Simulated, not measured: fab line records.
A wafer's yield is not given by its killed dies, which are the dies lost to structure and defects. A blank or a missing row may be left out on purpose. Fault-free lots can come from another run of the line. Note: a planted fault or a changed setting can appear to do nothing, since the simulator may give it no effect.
Matching of chambers | flow n5_finfet | 3 sister chambers for N5_ZERO_LAYER_PECVD_02 on pecvd-03
The step deposits SiO2 from SiH4/N2O, target thk 10 nm, time 6 s. 6 wafers are shown with their chamber, then 7 later ones without.

== WAFERS PAIRED WITH THEIR CHAMBERS ==
wafer  | chamber | showerhead_plenum_p_Torr (Torr) | heater_power_w (W)
L086.1 | 1       | 8.25                            | 568
L086.4 | 2       | 8.08                            | 901
L090.5 | 2       | 8.10                            | 885
L090.6 | 1       | 8.26                            | 585
L093.2 | 0       | 8.09                            | 619
L093.4 | 0       | 8.09                            | 607

== WAFERS MISSING THEIR CHAMBER ==
wafer  | showerhead_plenum_p_Torr (Torr) | heater_power_w (W)
L093.6 | 8.08                            | 938
L096.1 | 8.07                            | 770
L096.2 | 8.11                            | 710
L096.6 | 8.09                            | 707
L097.1 | 8.27                            | 569
L097.3 | 8.11                            | 717
L097.5 | 8.08                            | 867

== EACH ONE'S CHAMBER ==
wafer  | from the rows above | in truth
L093.6 | 2                   | 2
L096.1 | 2                   | 2
L096.2 | 0                   | 0
L096.6 | 0                   | 0
L097.1 | 1                   | 1
L097.3 | 0                   | 0
L097.5 | 2                   | 2
Correctly placed: 7 of 7. Left unplaced by these rows: 0. Placed wrongly: 0.
How it was worked out, from the rows above alone: a wafer's distance from a chamber is the root of the sum, over the readings, of the square of ((its reading less the chamber's mean) divided by the reading's scatter). If the next closest chamber is less than 2 further off than the closest, the wafer can't be placed; otherwise it belongs to the closest. Each chamber's mean is taken over the wafers shown for it. The scatter: take each reading less its chamber's mean, square it, sum over the shown wafers, divide by the number of wafers less the number of chambers, and take the root.
